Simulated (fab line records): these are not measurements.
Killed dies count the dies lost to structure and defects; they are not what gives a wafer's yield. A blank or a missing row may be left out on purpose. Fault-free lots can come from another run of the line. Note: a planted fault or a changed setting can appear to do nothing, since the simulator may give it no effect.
fab line records	flow n5_finfet
record lots=7	wafers=39
route steps=1938 shown PMOS_HMC_CHANNEL_EPI@57 FIN_SAQP@120 FIN_CUT@154 GATE_CUT@490 BEOL_M0_SAQP@695 BEOL_M2@860
start_h: the number of hours between the record's first day and the start of the first shown wafer of the lot	wait_h: how many hours have passed since the lot's step before this one	" repeats the value in the row above	L1.1+2: one row covering several wafers at once	- no value present, or no start provided	* or withheld: withheld	< > ~ a bound
route shown NAME@n: NAME is a module with steps in the file, n the number in the route of the first one	usual: mean and standard deviation over wafers with no fault	same: alike in all rows	chamber/n: place in a boat	sites: the reading at each site	_std_site: standard deviation of those values	_edge_site: inner sites' mean taken away from outer sites' mean	radius_mm: how far each site lies from the wafer's centre	mask NAME#n: copy n	behind: the most recent tool/chamber to have shaped the wafer	hold: reason for holding the lot/hours on hold/outcome of the hold	device: transistor that didn't switch, given as n, p or np	end of line: the route-end tests of the same wafers	step lacking rows: just its recipe	killed: dies lost to structure and defects at the first sort, not the wafer's yield	map: dies across one wafer; x = killed, . = not, _ = none there
set.NAME: setting as actually run; set.NAME@STEP: the setting as run at that earlier step	model.NAME: the simulator's own value behind a step, which no gauge read
lots where settings were altered on purpose, with a table for each step and a row for each wafer
## steps
# step N5_PMOS_HMC_CHANNEL_EPI_HM_DEP_34
# recipe material=SiO2	target_thk_a=360	temp_c=400	precursor=TEOS/O2	pressure_torr=6.5	rf_w=900	teos_flow_sccm=161.4	gas=O2	flow_sccm=2650	time_s=6.9
lot.wafer	tool	chamber	start_h	wait_h	set.target_thk_a	model.SiO2_of_PMOS_HMC_CHANNEL_EPI_HM_DEP_34.thk_nm
L074.1	pecvd-01	0	17.12	0.0	360	35.43
L074.2	"	1	"	"	215.2	21.55
L074.3	"	2	"	"	215.2	20.88
L074.4	"	2	"	"	360	35.66
L074.5	"	0	"	"	215.2	21.45
L074.6	"	1	"	"	360	35.89
L075.3	pecvd-03	1	22.89	0.0	360	34.84
L075.4	"	2	"	"	360	36.03
L075.5	"	1	"	"	360	35.32
L078.1	pecvd-01	0	40.82	0.0	207.6	19.88
L078.2	"	1	"	"	360	35.38
L078.3	"	2	"	"	360	35.48
L078.4	"	0	"	"	360	36.12
L078.5	"	2	"	"	207.6	20.57
L078.6	"	1	"	"	207.6	20.64
L080.1	pecvd-03	2	52.74	0.0	360	36.06
L080.2	"	0	"	"	360	35.67
L080.3	"	1	"	"	360	35.96
L080.4	"	0	"	"	360	36.3
L080.5	"	2	"	"	360	36.92
L080.6	"	1	"	"	360	36.58
L085.1	pecvd-02	0	82.87	0.0	360	35.84
L085.2	"	2	"	"	445.3	43.8
L085.3	"	1	"	"	360	35.88
L085.4	"	2	"	"	360	35.61
L085.5	"	0	"	"	445.3	44.87
L085.6	"	1	"	"	445.3	45.39
L092.1	pecvd-01	0	125.35	0.0	360	35.53
L092.2	"	1	"	"	360	35.66
L092.3	"	0	"	"	360	35.88
L092.4	"	1	"	"	360	36
L092.5	"	1	"	"	360	36.44
L092.6	"	0	"	"	360	36.12
L093.1	pecvd-02	1	130.66	0.0	360	36.26
L093.2	"	2	"	"	360	35.88
L093.3	"	0	"	"	568	56.72
L093.4	"	1	"	"	568	57.87
L093.5	"	0	"	"	568	57.51
L093.6	"	2	"	"	360	36.32
# step N5_FIN_SAQP_MANDREL_ETCH_22
# recipe target_depth_a=600	chemistry=HBr/Cl2	target=a-Si	stop_on=SiNx	bt_time_s=10	over_etch_frac=0.5	time_s=30	pressure_mtorr=10	icp_w=800	bias_w=75	HBr_flow_sccm=150	Cl2_flow_sccm=80	ends=end_point
# usual oes_product_au=0.763/0.014
lot.wafer	tool	chamber	start_h	wait_h	set.target_depth_a	oes_product_au	model.SOC_of_FIN_SAQP_COAT_49.thk_nm	model.etch.depth_nm
L074.1	rie_si-03	0	22.50	0.0	600	0.754	75.49	59.09
L074.2	"	3	"	"	600	0.735	76.34	58.91
L074.3	"	2	"	"	785.2	0.652	69.16	58.71
L074.4	"	1	"	"	600	0.782	76.32	60.51
L074.5	"	3	"	"	785.2	0.637	69.18	59.62
L074.6	"	0	"	"	785.2	0.661	68.23	59.87
L075.3	rie_si-05	3	28.28	0.0	600	0.787	75.95	59.85
L075.4	"	0	"	"	600	0.753	75.83	60.03
L075.5	"	0	"	"	600	0.760	75.91	60.42
L078.1	rie_si-03	1	47.34	0.0	423.3	0.974	83.81	59.57
L078.2	"	0	"	"	423.3	0.944	83.74	60.5
L078.3	"	3	"	"	423.3	0.923	83.9	59.64
L078.4	"	2	"	"	600	0.771	77.07	61.4
L078.5	"	2	"	"	600	0.773	76.88	61.34
L078.6	"	3	"	"	600	0.752	77.14	60.93
L080.1	rie_si-06	2	57.66	0.0	600	0.757	76.28	59.26
L080.2	"	1	"	"	307.7	1.015	88.18	46.65
L080.3	"	3	"	"	307.7	0.993	87.83	46.55
L080.4	"	0	"	"	600	0.757	76.8	60.63
L080.5	"	2	"	"	600	0.773	76.41	61.16
L080.6	"	3	"	"	307.7	0.994	87.9	47.12
L085.1	rie_si-05	3	87.75	0.0	375.7	1.032	85.03	56.84
L085.2	"	1	"	"	375.7	1.011	85.19	57.4
L085.3	"	2	"	"	375.7	1.015	85.21	57.42
L085.4	"	0	"	"	600	0.756	75.8	60.07
L085.5	"	3	"	"	600	0.777	76	59.99
L085.6	"	0	"	"	600	0.747	75.83	59.7
L092.1	rie_si-03	3	130.57	0.0	600	0.746	77.07	59.74
L092.2	"	2	"	"	816.2	0.640	68.53	59.1
L092.3	"	1	"	"	816.2	0.654	68.46	59.91
L092.4	"	0	"	"	600	0.758	76.36	60.05
L092.5	"	3	"	"	600	0.755	76.94	60.8
L092.6	"	2	"	"	816.2	0.647	68.74	60.49
L093.1	rie_si-03	2	135.78	0.0	477.8	0.876	81.68	59.64
L093.2	"	0	"	"	477.8	0.862	80.93	59.52
L093.3	"	3	"	"	600	0.734	77.42	59.57
L093.4	"	1	"	"	600	0.781	76.67	59.82
L093.5	"	1	"	"	477.8	0.891	81.32	59.89
L093.6	"	2	"	"	600	0.769	76.73	60.62
# step N5_FIN_SAQP_STRIP_55
# recipe chemistry=N2/H2	power_w=500	temp_c=40	pressure_mtorr=50	rf_frequency_hz=6e+07	overash_fraction=0.3	bias_power_w=28	h2_frac=0.5	n2_flow_sccm=300	h2_flow_sccm=300
# step N5_FIN_SAQP_STRIP_23
# recipe chemistry=SPM	time_s=750	temp_c=130	h2so4_h2o2_vol_ratio=4
# step N5_FIN_SAQP_SRD_39
# recipe dry=ipa_marangoni	time_s=30	temp_c=23	rinse_liquid=diw
# step N5_FIN_SAQP_INSPECT_40
# recipe inspect_instrument=brightfield	mode=aei
# usual raw_defect_count=214/53
lot.wafer	tool	chamber	start_h	wait_h	set.target_depth_a@FIN_SAQP_MANDREL_ETCH_22	raw_defect_count
L074.1	defect_inspect-01	-	26.64	0.0	600	282
L074.2	"	-	"	"	600	294
L074.3	"	-	"	"	785.2	184
L074.4	"	-	"	"	600	285
L074.5	"	-	"	"	785.2	200
L074.6	"	-	"	"	785.2	175
L075.3	defect_inspect-02	-	32.32	0.0	600	206
L075.4	"	-	"	"	600	226
L075.5	"	-	"	"	600	372
L078.1	defect_inspect-02	-	52.61	0.0	423.3	494
L078.2	"	-	"	"	423.3	422
L078.3	"	-	"	"	423.3	694
L078.4	"	-	"	"	600	183
L078.5	"	-	"	"	600	177
L078.6	"	-	"	"	600	275
L080.1	defect_inspect-02	-	62.43	0.0	600	281
L080.2	"	-	"	"	307.7	1978
L080.3	"	-	"	"	307.7	1913
L080.4	"	-	"	"	600	199
L080.5	"	-	"	"	600	195
L080.6	"	-	"	"	307.7	1896
L085.1	defect_inspect-02	-	92.90	0.0	375.7	1756
L085.2	"	-	"	"	375.7	1699
L085.3	"	-	"	"	375.7	1870
L085.4	"	-	"	"	600	252
L085.5	"	-	"	"	600	185
L085.6	"	-	"	"	600	140
L092.1	defect_inspect-01	-	135.22	0.0	600	286
L092.2	"	-	"	"	816.2	211
L092.3	"	-	"	"	816.2	234
L092.4	"	-	"	"	600	316
L092.5	"	-	"	"	600	261
L092.6	"	-	"	"	816.2	233
L093.1	defect_inspect-02	-	139.96	0.0	477.8	252
L093.2	"	-	"	"	477.8	252
L093.3	"	-	"	"	600	217
L093.4	"	-	"	"	600	235
L093.5	"	-	"	"	477.8	222
L093.6	"	-	"	"	600	257
# step N5_FIN_CUT_COAT_18
# recipe resist=SOC	temp_c=250	time_s=60	spin_rpm=1500	resist_thk_nm=230
# step N5_FIN_CUT_COAT_19
# recipe resist=SiARC	temp_c=220	time_s=60	spin_rpm=1500	resist_thk_nm=20
# step N5_FIN_CUT_INSPECT_10
# recipe mode=adi	inspect_instrument=brightfield
# usual raw_defect_count=40/11
lot.wafer	tool	chamber	start_h	wait_h	set.target_depth_a@FIN_SAQP_MANDREL_ETCH_22	raw_defect_count
L074.1	defect_inspect-02	-	27.03	0.1	600	45
L074.2	"	-	"	"	600	41
L074.3	"	-	"	"	785.2	34
L074.4	"	-	"	"	600	46
L074.5	"	-	"	"	785.2	34
L074.6	"	-	"	"	785.2	26
L075.3	defect_inspect-01	-	32.71	0.0	600	41
L075.4	"	-	"	"	600	52
L075.5	"	-	"	"	600	74
L078.1	defect_inspect-02	-	53.00	0.1	423.3	244
L078.2	"	-	"	"	423.3	278
L078.3	"	-	"	"	423.3	499
L078.4	"	-	"	"	600	22
L078.5	"	-	"	"	600	34
L078.6	"	-	"	"	600	45
L080.1	defect_inspect-01	-	62.82	0.1	600	55
L080.2	"	-	"	"	307.7	5166
L080.3	"	-	"	"	307.7	5340
L080.4	"	-	"	"	600	32
L080.5	"	-	"	"	600	36
L080.6	"	-	"	"	307.7	5234
L085.1	defect_inspect-01	-	93.42	0.1	375.7	4833
L085.2	"	-	"	"	375.7	4872
L085.3	"	-	"	"	375.7	4658
L085.4	"	-	"	"	600	69
L085.5	"	-	"	"	600	32
L085.6	"	-	"	"	600	49
L092.1	defect_inspect-01	-	135.62	0.1	600	54
L092.2	"	-	"	"	816.2	51
L092.3	"	-	"	"	816.2	47
L092.4	"	-	"	"	600	50
L092.5	"	-	"	"	600	43
L092.6	"	-	"	"	816.2	37
L093.1	defect_inspect-02	-	140.35	0.1	477.8	36
L093.2	"	-	"	"	477.8	50
L093.3	"	-	"	"	600	37
L093.4	"	-	"	"	600	42
L093.5	"	-	"	"	477.8	39
L093.6	"	-	"	"	600	43
# step N5_GATE_CUT_DESCUM_18
# recipe chemistry=O2	time_s=7	source_power_w=50	bias_power_w=20	pressure_mtorr=20	rf_frequency_hz=2.712e+07	temp_c=40	resist=CAR-EUV	o2_flow_sccm=225
lot.wafer	tool	chamber	start_h	wait_h	set.time_s	model.CAR-EUV_of_GATE_CUT_COAT_07.thk_nm
L074.1+2+5	rie_diel-01	1,3,3	88.01	0.0	8.86	25.2
L074.3	"	2	"	"	7	26
L074.4+6	"	2,1	"	"	7	26.2
L075.3+5	rie_diel-04	0	91.12	0.0	7	26.2
L075.4	"	1	"	"	7	26
L078.1+2+3+4+5	rie_diel-01	0,3,2,1,3	107.16	0.0	7	26
L078.6	"	2	"	"	7	25.8
L080.1	rie_diel-04	2	119.21	0.0	7	26
L080.2+3+5+6	"	1,0,3,2	"	"	7	26.2
L080.4	"	3	"	"	7	26.4
L085.1+4+6	rie_diel-05	3,0,3	153.09	0.4	9.292	25
L085.2+3+5	"	1,2,2	"	"	7	26.2
L093.1+4	rie_diel-04	3,0	200.33	0.0	8.304	25.6
L093.2+3	"	1,2	"	"	7	26
L093.5	"	0	"	"	7	26.2
L093.6	"	1	"	"	8.304	25.4
L092.1+2+6	rie_diel-01	1,0,2	201.85	0.0	7	26
L092.3+4+5	"	2,3,1	"	"	4.295	27.4
# step N5_GATE_CUT_ETCH_28
# recipe chemistry=N2/H2	target=underlayer	target_depth_a=130	mask_material=CAR-EUV	time_s=10.4	ion_energy_ev=200	pressure_mtorr=30	source_w=840	bias_w=150	n2_flow_sccm=200	h2_flow_sccm=200	ends=cleared
# step N5_GATE_CUT_ETCH_36
# recipe chemistry=CF4	target=SiARC	target_depth_a=130	mask_material=CAR-EUV	time_s=21.7	ion_energy_ev=80	pressure_mtorr=40	source_w=545	bias_w=36	Ar_flow_sccm=100	cf4_flow_sccm=100	ends=cleared
lot.wafer	tool	chamber	start_h	wait_h	set.time_s@GATE_CUT_DESCUM_18	model.CAR-EUV_of_GATE_CUT_COAT_07.thk_nm
L074.1+2+5	rie_diel-01	1,3,3	88.07	0.0	8.86	6.2
L074.3+4+6	"	2,2,1	"	"	7	7
L075.3+4+5	rie_diel-04	0,1,0	91.17	0.0	7	7
L078.1+3+6	rie_diel-01	0,2,2	107.21	0.0	7	6.8
L078.2+4+5	"	3,1,3	"	"	7	7
L080.1+2+3+6	rie_diel-04	2,1,0,2	119.27	0.0	7	7
L080.4+5	"	3	"	"	7	7.2
L085.1+4+6	rie_diel-05	3,0,3	153.14	0.0	9.292	5.8
L085.2+5	"	1,2	"	"	7	7
L085.3	"	2	"	"	7	7.2
L093.1	rie_diel-04	3	200.38	0.0	8.304	6.6
L093.2+3+5	"	1,2,0	"	"	7	7
L093.4+6	"	0,1	"	"	8.304	6.4
L092.1+6	rie_diel-01	1,2	201.90	0.0	7	7
L092.2	"	0	"	"	7	6.8
L092.3+4	"	2,3	"	"	4.295	8.4
L092.5	"	1	"	"	4.295	8.6
# step N5_BEOL_M0_SAQP_CUT_ETCH_46
# recipe chemistry=N2/H2	target=SOC	target_depth_a=1350	overetch_a=270	temp_c=40	time_s=202.5	ion_energy_ev=200	mask_material=SiARC	pressure_mtorr=30	source_w=840	bias_w=150	n2_flow_sccm=200	h2_flow_sccm=200
lot.wafer	tool	chamber	start_h	wait_h	set.target_depth_a	model.BEOL_M0_SAQP.cd_nm	model.SiARC_of_BEOL_M0_SAQP_COAT_72.thk_nm
L074.1	rie_diel-05	1	115.08	0.0	1350	30.4	4.8
L074.2	"	3	"	"	1350	29.8	5.2
L074.3	"	2	"	"	1350	29.6	4.8
L074.4	"	0	"	"	1350	29.6	5.4
L074.5	"	3	"	"	1350	29.8	5.4
L074.6	"	2	"	"	1350	29.8	5
L075.3	rie_diel-01	1	121.50	0.0	1350	30.4	4.8
L075.4	"	1	"	"	1350	30.6	5
L075.5	"	0	"	"	1350	30.2	5.4
L078.1	rie_diel-05	0	137.02	0.0	1350	29.6	5.4
L078.2+4	"	2,1	"	"	1350	29.6	4.8
L078.3	"	3	"	"	1350	29.4	5.2
L078.5	"	0	"	"	1350	29.4	5.4
L078.6	"	3	"	"	1350	29.6	5.2
L080.1	rie_diel-01	0	150.00	0.0	1350	30.2	5.6
L080.2	"	1	"	"	1010	29.2	7.2
L080.3+4	"	2,1	"	"	1010	29	7.2
L080.5	"	2	"	"	1350	30	5
L080.6	"	0	"	"	1350	29.8	5.6
L085.1	rie_diel-04	3	187.35	0.0	1350	29.4	4.8
L085.2	"	1	"	"	1350	30.2	4.6
L085.3	"	0	"	"	2145	33.4	0.4
L085.4	"	2	"	"	2145	34.2	0
L085.5	"	3	"	"	2145	33.6	0
L085.6	"	2	"	"	1350	30	4.8
L093.1	rie_diel-04	0	226.20	0.0	1987	32	1.2
L093.2	"	3	"	"	1987	31.8	0.8
L093.3	"	2	"	"	1987	32.8	0.6
L093.4	"	0	"	"	1350	29.8	5.2
L093.5	"	3	"	"	1350	29	4.8
L093.6	"	2	"	"	1350	30.2	4.8
L092.1	rie_diel-05	1	231.09	0.0	1350	30.2	4.6
L092.2	"	0	"	"	707.7	28.4	9.2
L092.3	"	2	"	"	707.7	27.8	8.8
L092.4	"	0	"	"	707.7	28.6	9.2
L092.5	"	2	"	"	1350	29.2	4.8
L092.6	"	1	"	"	1350	30.4	4.6
# step N5_BEOL_M0_SAQP_STRIP_74
# recipe chemistry=N2/H2	temp_c=40	n2_flow_sccm=200	h2_flow_sccm=200	rf_frequency_hz=6e+07
# step N5_BEOL_M0_SAQP_STRIP_89
# recipe chemistry=N2/H2	temp_c=40	n2_flow_sccm=200	h2_flow_sccm=200	rf_frequency_hz=6e+07
# step N5_BEOL_M0_SAQP_ALD_48
# recipe material=SiO2	target_thk_a=200	temp_c=100	ald_precursor_family=BDEAS	ald_co_reactant=O2-plasma	pulse_time_s=1	co_reactant_pulse_time_s=1	purge_time_s=2	co_reactant_purge_time_s=2	ald_cycles=139	pressure_torr=2
# step N5_BEOL_M0_SAQP_ETCH_49
# recipe chemistry=CF4/O2	target_depth_a=370	target=SiO2	pressure_mtorr=40	source_w=535	bias_w=49	Ar_flow_sccm=100	cf4_flow_sccm=100	O2_flow_sccm=10	ion_energy_ev=100
lot.wafer	tool	chamber	start_h	wait_h	set.target_depth_a@BEOL_M0_SAQP_CUT_ETCH_46	model.BEOL_M0_SAQP.cd_nm
L074.1	rie_diel-04	1	115.80	0.3	1350	30.4
L074.2	"	2	"	"	1350	29.8
L074.3+4+6	"	0,3,0	"	"	1350	29.6
L074.5	"	3	"	"	1350	30
L075.3	rie_diel-04	2	122.22	0.3	1350	30.4
L075.4	"	3	"	"	1350	30.6
L075.5	"	3	"	"	1350	30.2
L078.1+2+5+6	rie_diel-01	1,2,1,0	137.84	0.3	1350	29.6
L078.3	"	0	"	"	1350	29.4
L078.4	"	2	"	"	1350	29.8
L080.1	rie_diel-05	1	150.75	0.3	1350	30.2
L080.2+3	"	0,3	"	"	1010	29
L080.4	"	2	"	"	1010	28.8
L080.5	"	2	"	"	1350	30
L080.6	"	1	"	"	1350	29.8
L085.1	rie_diel-01	1	188.40	0.3	1350	29.2
L085.2+6	"	3,0	"	"	1350	30
L085.3+5	"	2,1	"	"	2145	33.4
L085.4	"	0	"	"	2145	34.2
L093.1	rie_diel-04	3	227.51	0.3	1987	32
L093.2	"	2	"	"	1987	31.6
L093.3	"	1	"	"	1987	32.6
L093.4	"	0	"	"	1350	29.8
L093.5	"	3	"	"	1350	29
L093.6	"	0	"	"	1350	30
L092.1	rie_diel-01	3	233.19	0.5	1350	30
L092.2	"	2	"	"	707.7	28.4
L092.3	"	1	"	"	707.7	27.8
L092.4	"	0	"	"	707.7	28.6
L092.5	"	3	"	"	1350	29.2
L092.6	"	0	"	"	1350	30.6
# step N5_BEOL_M2_ETCH_64
# recipe chemistry=N2/H2	target=SOC	target_depth_a=750	overetch_a=225	mask_material=SiARC	temp_c=40	time_s=121.9	ion_energy_ev=200	pressure_mtorr=30	source_w=840	bias_w=150	n2_flow_sccm=200	h2_flow_sccm=200
# usual oes_product_au=0.60/0.059
lot.wafer	tool	chamber	start_h	wait_h	set.time_s	oes_product_au	model.etch.depth_nm	model.SiARC_of_BEOL_M2_COAT_62.thk_nm	model.BEOL_M2.cd_offset_nm
L075.3	rie_diel-03	2	193.93	0.0	121.9	0.56	60.25	6.4	0
L075.4	"	0	"	"	121.9	0.56	60.17	6.4	0
L075.5	"	0	"	"	121.9	0.56	60.24	6.4	-0.2
L078.1	rie_diel-06	3	198.00	0.0	121.9	0.58	60.34	6.4	0.2
L078.2	"	2	"	"	83.98	0.69	60.35	8.2	-0.6
L078.3	"	2	"	"	83.98	0.69	60.32	8.2	-0.8
L078.4	"	3	"	"	121.9	0.58	60.2	6.4	0
L078.5	"	3	"	"	83.98	0.72	60.28	8.2	-0.8
L078.6	"	2	"	"	121.9	0.56	60.27	6.4	0.2
L074.1	rie_diel-02	0	229.12	0.0	121.9	0.65	60.19	6.4	-0.6
L074.2	"	3	"	"	50.61	0.90	42.08	9.4	-1.8
L074.3	"	2	"	"	50.61	0.93	41.95	9.6	-1.4
L074.4	"	1	"	"	121.9	0.62	60.17	6.4	-0.2
L074.5	"	2	"	"	121.9	0.69	60.02	6	-0.2
L074.6	"	1	"	"	50.61	0.79	38.52	9.8	-1.8
L080.1	rie_diel-03	3	236.50	0.0	81.77	0.65	59.96	8.2	-0.6
L080.2	"	1	"	"	81.77	0.71	59.96	8	-1
L080.3	"	0	"	"	121.9	0.55	59.78	6.4	-0.2
L080.4	"	2	"	"	121.9	0.55	59.87	6.4	0.2
L080.5	"	0	"	"	121.9	0.55	59.83	6.2	-0.2
L080.6	"	1	"	"	81.77	0.70	59.93	8.2	-0.8
L085.1	rie_diel-03	0	252.19	0.0	121.9	0.55	60.39	6.2	0
L085.2	"	3	"	"	153.7	0.50	60.1	4.8	1.2
L085.3	"	2	"	"	153.7	0.52	60.22	5	1
L085.4	"	1	"	"	121.9	0.56	60.07	6.2	0.2
L085.5	"	1	"	"	121.9	0.56	60	6.2	0.2
L085.6	"	0	"	"	153.7	0.53	60.11	4.8	0.8
L093.1	rie_diel-06	3	272.08	0.0	121.9	0.56	60.25	6.4	0
L093.2	"	1	"	"	121.9	0.69	60.32	6.4	0
L093.3	"	2	"	"	70.36	0.70	54.78	8.8	-0.6
L093.4	"	0	"	"	121.9	0.67	60.21	6.4	0.2
L093.5	"	3	"	"	70.36	0.74	55.7	8.8	-1
L093.6	"	0	"	"	70.36	0.89	56.57	8.8	-0.6
L092.1	rie_diel-02	1	272.39	0.0	121.9	0.61	60.03	6.6	0.2
L092.2	"	3	"	"	121.9	0.66	60.09	6	0
L092.3	"	0	"	"	121.9	0.64	60.3	6.4	0
L092.4	"	2	"	"	121.9	0.67	60.16	6.2	0.4
L092.5	"	0	"	"	121.9	0.63	59.99	6.4	0.2
L092.6	"	1	"	"	121.9	0.61	60.06	6.4	0
# step N5_BEOL_M2_STRIP_65
# recipe chemistry=N2/H2	temp_c=40	n2_flow_sccm=200	h2_flow_sccm=200	rf_frequency_hz=6e+07
# step N5_BEOL_M2_STRIP_75
# recipe chemistry=N2/H2	temp_c=40	n2_flow_sccm=200	h2_flow_sccm=200	rf_frequency_hz=6e+07
# step N5_BEOL_M2_HM_OPEN_17
# recipe chemistry=Cl2/BCl3	target_depth_a=200	overetch_a=60	target=TiN	mask_material=SOC	ion_energy_ev=150	pressure_mtorr=10	icp_w=1000	bias_w=126	Cl2_flow_sccm=53.25	bcl3_flow_sccm=21.75	Ar_flow_sccm=25
# step N5_BEOL_M2_STRIP_19
# recipe chemistry=O2	power_w=400	temp_c=40	pressure_mtorr=30	rf_frequency_hz=6e+07	bias_power_w=0	overash_fraction=0.2	o2_flow_sccm=225
# step N5_BEOL_M2_CD_MEAS_18
# recipe pitch_nm=36	target_cd_nm=18
# usual cd_nm=18.0/0.35
lot.wafer	tool	chamber	start_h	wait_h	set.time_s@BEOL_M2_ETCH_64	cd_nm
L075.3	cd_sem-02	-	194.35	0.1	121.9	18.0
L075.4	"	-	"	"	121.9	17.8
L075.5	"	-	"	"	121.9	17.9
L078.1	cd_sem-03	-	198.48	0.1	121.9	18.6
L078.2	"	-	"	"	83.98	17.3
L078.3	"	-	"	"	83.98	17.0
L078.4	"	-	"	"	121.9	18.4
L078.5	"	-	"	"	83.98	17.5
L078.6	"	-	"	"	121.9	18.4
L074.1	cd_sem-03	-	229.47	0.0	121.9	17.4
L074.2	"	-	"	"	50.61	-
L074.3	"	-	"	"	50.61	-
L074.4	"	-	"	"	121.9	17.7
L074.5	"	-	"	"	121.9	18.1
L074.6	"	-	"	"	50.61	-
L080.1	cd_sem-03	-	237.06	0.0	81.77	17.5
L080.2	"	-	"	"	81.77	17.1
L080.3	"	-	"	"	121.9	18.1
L080.4	"	-	"	"	121.9	18.4
L080.5	"	-	"	"	121.9	18.2
L080.6	"	-	"	"	81.77	17.4
L085.1	cd_sem-03	-	252.54	0.0	121.9	18.1
L085.2	"	-	"	"	153.7	19.0
L085.3	"	-	"	"	153.7	18.9
L085.4	"	-	"	"	121.9	17.9
L085.5	"	-	"	"	121.9	18.0
L085.6	"	-	"	"	153.7	18.8
L093.1	cd_sem-02	-	272.52	0.0	121.9	18.4
L093.2	"	-	"	"	121.9	17.5
L093.3	"	-	"	"	70.36	-
L093.4	"	-	"	"	121.9	18.4
L093.5	"	-	"	"	70.36	16.7
L093.6	"	-	"	"	70.36	17.4
L092.1	cd_sem-02	-	272.83	0.0	121.9	17.9
L092.2	"	-	"	"	121.9	17.6
L092.3	"	-	"	"	121.9	17.7
L092.4	"	-	"	"	121.9	18.1
L092.5	"	-	"	"	121.9	17.8
L092.6	"	-	"	"	121.9	17.9
## key
split step=N5_PMOS_HMC_CHANNEL_EPI_HM_DEP_34	setting=target_thk_a	stated=360	by=wafer
response step=N5_PMOS_HMC_CHANNEL_EPI_HM_DEP_34	reading=model.SiO2_of_PMOS_HMC_CHANNEL_EPI_HM_DEP_34.thk_nm	change=+0.364	per=1%	r=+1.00
split step=N5_FIN_SAQP_MANDREL_ETCH_22	setting=target_depth_a	stated=600	by=wafer
response step=N5_FIN_SAQP_MANDREL_ETCH_22	reading=oes_product_au	change=-0.00495	per=1%	r=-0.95
response step=N5_FIN_SAQP_MANDREL_ETCH_22	reading=model.SOC_of_FIN_SAQP_COAT_49.thk_nm	change=-0.234	per=1%	r=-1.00
response step=N5_FIN_SAQP_MANDREL_ETCH_22	reading=model.etch.depth_nm	shape=bent	at_lowest=46.77	at_stated=60.18	at_highest=59.83
response step=N5_FIN_SAQP_INSPECT_40	reading=raw_defect_count	shape=bent	at_lowest=1929	at_stated=244	at_highest=226
response step=N5_FIN_CUT_INSPECT_10	reading=raw_defect_count	shape=bent	at_lowest=5247	at_stated=45	at_highest=45
split step=N5_GATE_CUT_DESCUM_18	setting=time_s	stated=7	by=wafer
response step=N5_GATE_CUT_DESCUM_18	reading=model.CAR-EUV_of_GATE_CUT_COAT_07.thk_nm	change=-0.0354	per=1%	r=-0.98
response step=N5_GATE_CUT_ETCH_36	reading=model.CAR-EUV_of_GATE_CUT_COAT_07.thk_nm	change=-0.0365	per=1%	r=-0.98
split step=N5_BEOL_M0_SAQP_CUT_ETCH_46	setting=target_depth_a	stated=1350	by=wafer
response step=N5_BEOL_M0_SAQP_CUT_ETCH_46	reading=model.BEOL_M0_SAQP.cd_nm	change=+0.0524	per=1%	r=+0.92
response step=N5_BEOL_M0_SAQP_CUT_ETCH_46	reading=model.SiARC_of_BEOL_M0_SAQP_COAT_72.thk_nm	change=-0.0835	per=1%	r=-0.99
response step=N5_BEOL_M0_SAQP_ETCH_49	reading=model.BEOL_M0_SAQP.cd_nm	change=+0.0529	per=1%	r=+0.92
split step=N5_BEOL_M2_ETCH_64	setting=time_s	stated=121.9	by=wafer
response step=N5_BEOL_M2_ETCH_64	reading=oes_product_au	change=-0.00351	per=1%	r=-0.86
response step=N5_BEOL_M2_ETCH_64	reading=model.etch.depth_nm	shape=bent	at_lowest=40.85	at_stated=60.13	at_highest=60.14
response step=N5_BEOL_M2_ETCH_64	reading=model.SiARC_of_BEOL_M2_COAT_62.thk_nm	change=-0.0562	per=1%	r=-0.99
response step=N5_BEOL_M2_ETCH_64	reading=model.BEOL_M2.cd_offset_nm	change=+0.0234	per=1%	r=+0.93
response step=N5_BEOL_M2_CD_MEAS_18	reading=cd_nm	change=+0.0302	per=1%	r=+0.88
